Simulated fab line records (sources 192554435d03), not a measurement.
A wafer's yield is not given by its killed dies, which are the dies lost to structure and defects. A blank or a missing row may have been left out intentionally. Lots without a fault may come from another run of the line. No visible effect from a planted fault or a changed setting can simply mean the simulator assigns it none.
Chamber matching -- flow n5_finfet -- N5_PASSIVATION_PECVD_01 on pecvd-04 has 3 sister chambers
The step deposits SiNx from SiH4/NH3/N2, target thk 200 nm, time 43.2 s. 14 wafers are shown with their chamber, then 7 later ones without.

## EACH WAFER AND ITS CHAMBER
wafer,chamber,throttle_valve_pct (%),showerhead_plenum_p_Torr (Torr),heater_power_w (W)
L384.1,2,30.3,8.62,435
L384.4,0,30.0,8.73,331
L384.6,2,30.8,8.61,431
L383.1,1,27.7,8.67,385
L383.4,0,29.9,8.74,339
L383.5,1,27.7,8.67,398
L392.1,2,30.5,8.59,447
L392.4,1,28.0,8.69,339
L392.5,2,30.6,8.64,448
L393.4,0,30.0,8.76,379
L393.5,1,27.5,8.68,403
L393.6,2,30.4,8.61,428
L394.1,2,30.7,8.64,457
L394.4,0,29.6,8.75,314

SIGNATURES, as means of the wafers listed above
reading,chamber 0,chamber 1,chamber 2,scatter within a chamber
throttle_valve_pct,29.875,27.725,30.550,0.193
showerhead_plenum_p_Torr,8.7450,8.6775,8.6183,0.0155
heater_power_w,340.75,381.25,441.00,22.3
Rule: for a wafer and a chamber, the distance is found by dividing, reading by reading, the gap between the wafer's reading and the chamber's mean by the reading's scatter, squaring, summing and taking the root. The wafer belongs to the nearest chamber; if the next one is less than 2 further off, it can't be placed. The scatter: the root of (the sum of the squares of (reading less its chamber's mean) over the shown wafers, divided by (wafers less chambers)).

## WAFERS MISSING THEIR CHAMBER
wafer,throttle_valve_pct (%),showerhead_plenum_p_Torr (Torr),heater_power_w (W)
L394.6,30.8,8.64,451
L398.2,29.8,8.75,342
L398.4,30.8,8.61,442
L398.5,30.0,8.74,360
L397.2,30.3,8.73,384
L397.3,30.5,8.62,431
L397.4,30.2,8.72,384

## THE CHAMBER EACH PASSED THROUGH
wafer,from the rows above,in truth
L394.6,2,2
L398.2,0,0
L398.4,2,2
L398.5,0,0
L397.2,0,0
L397.3,2,2
L397.4,0,0
7 of 7 placed correctly. From these rows, 0 cannot be placed. Wrongly placed: 0.
